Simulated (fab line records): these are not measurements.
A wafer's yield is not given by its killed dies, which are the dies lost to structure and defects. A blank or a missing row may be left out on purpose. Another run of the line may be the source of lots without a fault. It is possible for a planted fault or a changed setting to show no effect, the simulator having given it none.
Chamber matching / flow nand harc / NHARC_A_CHANNEL_FILL_D2_ALD_25 on ald hk-04 has 4 sister chambers
The step deposits SiOx, target thk 60 nm, pulse time 10 s, ald cycles 600. 4 wafers are shown with their chamber, then 8 later ones without.

WAFERS, EACH WITH ITS CHAMBER
wafer=L074.4; chamber=0; heater power outer w (W)=313
wafer=L082.2; chamber=3; heater power outer w (W)=277
wafer=L082.4; chamber=2; heater power outer w (W)=271
wafer=L085.1; chamber=1; heater power outer w (W)=264

WAFERS WITH NO CHAMBER GIVEN
wafer=L085.3; heater power outer w (W)=310
wafer=L085.4; heater power outer w (W)=260
wafer=L091.1; heater power outer w (W)=260
wafer=L091.2; heater power outer w (W)=249
wafer=L091.3; heater power outer w (W)=263
wafer=L094.2; heater power outer w (W)=266
wafer=L094.1; heater power outer w (W)=320
wafer=L094.5; heater power outer w (W)=271

WHICH CHAMBER EACH WENT THROUGH
wafer=L085.3; from the rows above=0; in truth=0
wafer=L085.4; from the rows above=can't be placed: 1 or 2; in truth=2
wafer=L091.1; from the rows above=can't be placed: 1 or 2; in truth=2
wafer=L091.2; from the rows above=can't be placed: 1 or 2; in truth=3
wafer=L091.3; from the rows above=can't be placed: 1 or 2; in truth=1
wafer=L094.2; from the rows above=can't be placed: 1 or 2 or 3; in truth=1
wafer=L094.1; from the rows above=0; in truth=0
wafer=L094.5; from the rows above=can't be placed: 2 or 3 or 1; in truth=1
Correct placement for 2 of the 8. Can't be placed from these rows: 6 (the true chamber is among the candidates in 5). 0 placed wrongly.
How it was worked out, from the rows above alone: a wafer's distance from a chamber is the root of the sum, over the readings, of the square of ((its reading less the chamber's mean) divided by the reading's scatter). If the next closest chamber is less than 2 further off than the closest, the wafer can't be placed; otherwise it belongs to the closest. A chamber's mean is the mean of its shown wafers. The scatter: root of mean squared gap, hidden wafer to nearest shown wafer, with one shown wafer a chamber.
